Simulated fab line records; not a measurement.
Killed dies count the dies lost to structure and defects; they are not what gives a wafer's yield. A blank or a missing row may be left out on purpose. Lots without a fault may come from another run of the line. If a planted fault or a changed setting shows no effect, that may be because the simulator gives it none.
One fault seen from 2 desks    flow n5-finfet    numbers are kept per desk, each desk with only its own; the story behind them comes last

THE TOOL OWNER'S DESK: rie-diel-03
The tool's own readings at N5_BEOL_M9_ETCH_66 (etches SOC in N2/H2, target depth 80 nm, overetch 16 nm, time 120 s): means of the sampled wafers that have a number, for each lot that ran on this tool. Marked OUT: a lot whose mean sits more than 4 standard deviations from the usual mean, which makes it out of limits; the brackets give that distance.
Columns: A = bias-w at N5_BEOL_M9_ETCH_66, usual 150.1 W; B = chamber-pressure-mTorr at N5_BEOL_M9_ETCH_66, usual 30.00 mTorr; C = drypump-motor-current-A at N5_BEOL_M9_ETCH_66, usual 5.7 A; D = oes-product-au at N5_BEOL_M9_ETCH_66, usual 0.57 a.u.; E = rf-vpp-V at N5_BEOL_M9_ETCH_66, usual 523.6 V; F = showerhead-plenum-p-Torr at N5_BEOL_M9_ETCH_66, usual 2.54 Torr; G = throttle-valve-pct at N5_BEOL_M9_ETCH_66, usual 17.95 %
lot   first seen here  A                B      C    D     E                F     G
L162  day 10 18:59     150.0            30.01  5.3  0.54  522.9            2.52  18.10
L165  day 11 12:12     150.2            30.00  5.6  0.54  522.6            2.49  18.10
L171  day 13 01:28     177.6 (+64) OUT  29.96  5.7  0.57  582.8 (+25) OUT  2.54  17.98
L173  day 13 19:40     178.1 (+65) OUT  30.00  5.3  0.53  582.1 (+24) OUT  2.51  18.14
This desk's finding: out of limits on L171, L173; first on L171, day 13 01:28 (bias-w at N5_BEOL_M9_ETCH_66). L162, L165: within limits.

METROLOGY DESK
Lot by lot, what the gauges showed, no matter which tool ran the lot: averages of those sampled wafers that carry a number. Marked OUT: a lot whose mean sits more than 4 standard deviations from the usual mean, which makes it out of limits; the brackets give that distance.
Columns: A = V8_OVL at N5_BEOL_M9_OVL_MEAS_29, usual -0.2 nm
lot   first seen here  A
L159  day 10 03:52     0.0
L161  day 10 12:28     0.1
L162  day 10 18:39     -0.6
L163  day 10 21:17     -0.3
L165  day 11 10:47     -1.2
L168  day 12 18:23     -0.4
L170  day 12 19:25     -0.3
L171  day 13 01:17     -1.0
L173  day 13 19:31     -0.3
L176  day 14 05:46     0.6
This desk's verdict: no lot among the 10 shows anything out of limits.

BROUGHT TOGETHER
On L171, L173, at day 13 01:28, an alarm was possible from the tool owner's desk.
Metrology desk: nothing out of limits seen.
The metrology desk has L171, L173 on record, within its limits.
The lots listed all ran N5_BEOL_M9_ETCH_66 on rie-diel-03.

WHAT THE SIMULATOR HAD INSERTED
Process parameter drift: rie-diel-03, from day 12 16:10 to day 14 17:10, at N5_BEOL_M9_ETCH_66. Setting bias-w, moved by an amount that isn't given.
Struck lots among those shown: L171, L173.
Delay in hours, fault start to first out-of-limits reading, by desk: the tool owner's desk at 9.
